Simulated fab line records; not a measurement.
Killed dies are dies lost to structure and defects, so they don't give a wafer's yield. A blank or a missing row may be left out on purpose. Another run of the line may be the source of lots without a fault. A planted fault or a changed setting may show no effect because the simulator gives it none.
Chamber matching    flow nand_harc    rie_diel-05 running NHARC_P_BONDPAD_ACTIVATE_29: 4 sister chambers
The step chemistry N2, time 60 s. 4 wafers are shown with their chamber, then 9 later ones without.

== EACH WAFER AND ITS CHAMBER ==
wafer   chamber  drypump_motor_current_A (A)
L574.2  0        4.9
L581.2  1        6.5
L581.5  3        5.5
L581.6  2        6.0

== WAFERS MISSING THEIR CHAMBER ==
wafer   drypump_motor_current_A (A)
L584.1  4.9
L584.2  6.4
L584.5  5.5
L586.4  5.5
L586.5  4.9
L586.6  5.5
L587.1  6.4
L587.2  4.9
L587.4  4.9

== WHICH CHAMBER EACH ONE RAN IN ==
wafer   from the rows above  in truth
L584.1  0                    0
L584.2  1                    1
L584.5  3                    3
L586.4  3                    3
L586.5  0                    0
L586.6  3                    3
L587.1  1                    1
L587.2  0                    0
L587.4  0                    0
Correctly placed: 9 of 9. Can't be placed from these rows: 0. Placed wrongly: 0.
How it was worked out, from the rows above alone: a wafer's distance from a chamber is the root of the sum, over the readings, of the square of ((its reading less the chamber's mean) divided by the reading's scatter). The wafer belongs to the nearest chamber; if the next one is less than 2 further off, it can't be placed. The mean given for a chamber averages the wafers shown for that chamber. The scatter: with one shown wafer a chamber, the root of the mean of the squares of how far each hidden wafer lies from its nearest shown one.
